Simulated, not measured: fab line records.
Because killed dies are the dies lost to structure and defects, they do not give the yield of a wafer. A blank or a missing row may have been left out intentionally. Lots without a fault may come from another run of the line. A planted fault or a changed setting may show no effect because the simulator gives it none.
Split-lot experiment    flow n5_finfet    39 wafers read across 7 lots, on a route 1938 steps long

## ON THE SPLIT
At N5_MOL_CONTACT_COAG_SPUTTER_130 (material Co, target thk 47.5 nm), the setting target_thk_a was moved away from the recipe's 475 angstrom on 15 of the 39 wafers read, by -58.7% to -21.3%. All remaining wafers had this setting at the recipe value.

The split's own step is where the reading is taken.

## THE READING
Co_of_MOL_CONTACT_COAG_SPUTTER_130.thk_nm (the simulator's own value, which no gauge read), in nm, at N5_MOL_CONTACT_COAG_SPUTTER_130 (material Co, target thk 47.5 nm). There is no usual value for it anywhere in the file. Here, 24 wafers ran the recipe; their average is 47.2 nm with a standard deviation of 0.73 nm.

wafer   tool, chamber at the split  target_thk_a as run, angstrom  against the recipe  Co_of_MOL_CONTACT_COAG_SPUTTER_130.thk_nm, nm  against lot-mates on the recipe
L074.1  pvd_sputter-03, -           374                            -21.3%              36.4                                           -10.1
L074.2  pvd_sputter-03, -           374                            -21.3%              36.2                                           -10.3
L074.3  pvd_sputter-03, -           475                            recipe              46.6                                           -
L074.4  pvd_sputter-03, -           374                            -21.3%              36                                             -10.5
L074.5  pvd_sputter-03, -           475                            recipe              46.4                                           -
L074.6  pvd_sputter-03, -           475                            recipe              46.4                                           -
L075.1  pvd_sputter-01, -           327.2                          -31.1%              32                                             -15.7
L075.2  pvd_sputter-01, -           475                            recipe              47.8                                           -
L075.3  pvd_sputter-01, -           475                            recipe              47.8                                           -
L075.4  pvd_sputter-01, -           475                            recipe              47.6                                           -
L075.5  pvd_sputter-01, -           327.2                          -31.1%              33.2                                           -14.5
L075.6  pvd_sputter-01, -           327.2                          -31.1%              32.4                                           -15.3
L076.1  pvd_sputter-03, -           475                            recipe              47.2                                           -
L076.2  pvd_sputter-03, -           196.4                          -58.7%              19                                             -27.5
L076.3  pvd_sputter-03, -           196.4                          -58.7%              19.2                                           -27.3
L076.6  pvd_sputter-03, -           196.4                          -58.7%              19.2                                           -27.3
L076.4  pvd_sputter-03, -           475                            recipe              46                                             -
L076.5  pvd_sputter-03, -           475                            recipe              46.2                                           -
L077.1  pvd_sputter-02, -           292.1                          -38.5%              29.4                                           -18.9
L077.2  pvd_sputter-02, -           475                            recipe              48.2                                           -
L077.3  pvd_sputter-02, -           475                            recipe              49                                             -
L077.4  pvd_sputter-02, -           475                            recipe              47.6                                           -
L077.5  pvd_sputter-02, -           292.1                          -38.5%              30                                             -18.3
L077.6  pvd_sputter-02, -           292.1                          -38.5%              29                                             -19.3
L078.3  pvd_sputter-03, -           475                            recipe              46.6                                           -
L078.5  pvd_sputter-03, -           475                            recipe              46.6                                           -
L078.6  pvd_sputter-03, -           475                            recipe              47                                             -
L080.1  pvd_sputter-01, -           227.8                          -52.0%              23                                             -24.8
L080.2  pvd_sputter-01, -           227.8                          -52.0%              22.8                                           -25.0
L080.3  pvd_sputter-01, -           475                            recipe              48.2                                           -
L080.4  pvd_sputter-01, -           227.8                          -52.0%              23.2                                           -24.6
L080.5  pvd_sputter-01, -           475                            recipe              47.4                                           -
L080.6  pvd_sputter-01, -           475                            recipe              47.8                                           -
L091.1  pvd_sputter-02, -           475                            recipe              47                                             -
L091.2  pvd_sputter-02, -           475                            recipe              47.4                                           -
L091.6  pvd_sputter-02, -           475                            recipe              47.4                                           -
L091.3  pvd_sputter-02, -           475                            recipe              46.6                                           -
L091.5  pvd_sputter-02, -           475                            recipe              46.6                                           -
L091.4  pvd_sputter-02, -           475                            recipe              46.4                                           -

THE FIT
A straight line over all 39 wafers: Co_of_MOL_CONTACT_COAG_SPUTTER_130.thk_nm changes by +0.471 nm for each +1% of target_thk_a; r = +1.00; the points scatter about the line by 0.71 nm.
The same after taking each lot's own level away (the mean of its wafers on the recipe; 39 wafers): +0.475 nm for each +1%; r = +1.00; scatter 0.43 nm.
On that fit, the largest move of target_thk_a shifts the reading by 28 nm.
Across the lots, their own levels run from 46.47 to 48.27 nm, a range of 2.4 times the standard deviation given above.
So the lot-to-lot level changes the slope little: the two slopes agree.
Check: -28 nm against its lot-mates is what the line predicts for one of the wafers moved furthest among these (-58.7%) when that wafer is left out of the fit. Against them it came out at -27.5 nm.

## ADDITIONAL SPLITS CARRIED BY THESE WAFERS
Other splits were also applied to these wafers ahead of the reading. Each is held against what the fit with the lots' levels taken away leaves over:
other split on the same wafers      wafers away from the commonest value  r with Co_of_MOL_CONTACT_COAG_SPUTTER_130.thk_nm (lot level and that fit taken away)
N5_FIN_SAQP_HM_DEP_72 target_thk_a  15                                    +0.09
N5_DUMMY_GATE_HM_DEP_06 time_s      30                                    -0.17

## FILE'S OWN FIT
Co_of_MOL_CONTACT_COAG_SPUTTER_130.thk_nm changes by +0.476 nm for each +1% of target_thk_a, r = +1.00.
